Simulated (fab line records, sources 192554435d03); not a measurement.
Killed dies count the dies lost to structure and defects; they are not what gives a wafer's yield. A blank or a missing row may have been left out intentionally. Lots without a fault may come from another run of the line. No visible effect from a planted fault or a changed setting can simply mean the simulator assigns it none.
Chamber matching / flow n5Finfet / pecvd-03 running N5_BEOL_M2_DEP_57: 3 sister chambers
The step deposits SiCN from 3MS/NH3, target thk 8 nm, time 14 s. 18 wafers are shown with their chamber, then 9 later ones without.

## WAFERS PAIRED WITH THEIR CHAMBERS
wafer=L077.2; chamber=2; showerheadVppV (V)=894; showerheadPlenumPTorr (Torr)=3.664; throttleValvePct (%)=9.3
wafer=L077.3; chamber=1; showerheadVppV (V)=879; showerheadPlenumPTorr (Torr)=3.660; throttleValvePct (%)=9.3
wafer=L077.6; chamber=0; showerheadVppV (V)=882; showerheadPlenumPTorr (Torr)=3.664; throttleValvePct (%)=9.4
wafer=L076.2; chamber=2; showerheadVppV (V)=921; showerheadPlenumPTorr (Torr)=3.660; throttleValvePct (%)=9.3
wafer=L076.4; chamber=2; showerheadVppV (V)=901; showerheadPlenumPTorr (Torr)=3.664; throttleValvePct (%)=9.4
wafer=L076.6; chamber=1; showerheadVppV (V)=910; showerheadPlenumPTorr (Torr)=3.658; throttleValvePct (%)=9.3
wafer=L083.2; chamber=1; showerheadVppV (V)=899; showerheadPlenumPTorr (Torr)=3.681; throttleValvePct (%)=9.0
wafer=L083.3; chamber=0; showerheadVppV (V)=876; showerheadPlenumPTorr (Torr)=3.659; throttleValvePct (%)=9.0
wafer=L083.4; chamber=1; showerheadVppV (V)=886; showerheadPlenumPTorr (Torr)=3.668; throttleValvePct (%)=9.0
wafer=L088.2; chamber=2; showerheadVppV (V)=913; showerheadPlenumPTorr (Torr)=3.656; throttleValvePct (%)=8.9
wafer=L088.3; chamber=1; showerheadVppV (V)=868; showerheadPlenumPTorr (Torr)=3.670; throttleValvePct (%)=9.4
wafer=L088.4; chamber=1; showerheadVppV (V)=891; showerheadPlenumPTorr (Torr)=3.665; throttleValvePct (%)=9.2
wafer=L089.1; chamber=1; showerheadVppV (V)=894; showerheadPlenumPTorr (Torr)=3.661; throttleValvePct (%)=9.4
wafer=L089.5; chamber=1; showerheadVppV (V)=890; showerheadPlenumPTorr (Torr)=3.664; throttleValvePct (%)=9.3
wafer=L089.6; chamber=0; showerheadVppV (V)=891; showerheadPlenumPTorr (Torr)=3.654; throttleValvePct (%)=9.1
wafer=L093.3; chamber=0; showerheadVppV (V)=887; showerheadPlenumPTorr (Torr)=3.663; throttleValvePct (%)=9.4
wafer=L093.4; chamber=1; showerheadVppV (V)=884; showerheadPlenumPTorr (Torr)=3.674; throttleValvePct (%)=9.3
wafer=L093.6; chamber=2; showerheadVppV (V)=915; showerheadPlenumPTorr (Torr)=3.664; throttleValvePct (%)=9.1

SIGNATURES, as means of the wafers listed above
reading=showerheadVppV; chamber 0=884.00; chamber 1=889.00; chamber 2=908.80; scatter within a chamber=10.8
reading=showerheadPlenumPTorr; chamber 0=3.66000; chamber 1=3.66678; chamber 2=3.66160; scatter within a chamber=0.00604
reading=throttleValvePct; chamber 0=9.225; chamber 1=9.244; chamber 2=9.200; scatter within a chamber=0.177
Rule: distance of a wafer from a chamber = root of the sum over the readings of ((wafer's reading minus chamber's mean) / reading's scatter) squared. If the next closest chamber is less than 2 further off than the closest, the wafer can't be placed; otherwise it belongs to the closest. The scatter: take each reading less its chamber's mean, square it, sum over the shown wafers, divide by the number of wafers less the number of chambers, and take the root.

## WAFERS MISSING THEIR CHAMBER
wafer=L094.1; showerheadVppV (V)=876; showerheadPlenumPTorr (Torr)=3.660; throttleValvePct (%)=9.4
wafer=L094.2; showerheadVppV (V)=901; showerheadPlenumPTorr (Torr)=3.652; throttleValvePct (%)=8.7
wafer=L094.5; showerheadVppV (V)=909; showerheadPlenumPTorr (Torr)=3.658; throttleValvePct (%)=8.6
wafer=L096.2; showerheadVppV (V)=924; showerheadPlenumPTorr (Torr)=3.653; throttleValvePct (%)=9.2
wafer=L096.3; showerheadVppV (V)=889; showerheadPlenumPTorr (Torr)=3.659; throttleValvePct (%)=9.3
wafer=L096.6; showerheadVppV (V)=921; showerheadPlenumPTorr (Torr)=3.657; throttleValvePct (%)=8.9
wafer=L095.1; showerheadVppV (V)=896; showerheadPlenumPTorr (Torr)=3.678; throttleValvePct (%)=9.1
wafer=L095.4; showerheadVppV (V)=879; showerheadPlenumPTorr (Torr)=3.666; throttleValvePct (%)=9.0
wafer=L095.5; showerheadVppV (V)=880; showerheadPlenumPTorr (Torr)=3.665; throttleValvePct (%)=9.3

## THE CHAMBER EACH PASSED THROUGH
wafer=L094.1; from the rows above=can't be placed: 0 or 1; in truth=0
wafer=L094.2; from the rows above=can't be placed: 2 or 0 or 1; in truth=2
wafer=L094.5; from the rows above=can't be placed: 2 or 0 or 1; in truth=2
wafer=L096.2; from the rows above=can't be placed: 2 or 0 or 1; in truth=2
wafer=L096.3; from the rows above=can't be placed: 0 or 1 or 2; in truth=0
wafer=L096.6; from the rows above=can't be placed: 2 or 1 or 0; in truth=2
wafer=L095.1; from the rows above=can't be placed: 1 or 2 or 0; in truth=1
wafer=L095.4; from the rows above=can't be placed: 1 or 0 or 2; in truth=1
wafer=L095.5; from the rows above=can't be placed: 1 or 0 or 2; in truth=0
Correctly placed: 0 of 9. Unplaceable from these rows: 9, with the true chamber sitting among the candidates in 9. 0 placed wrongly.
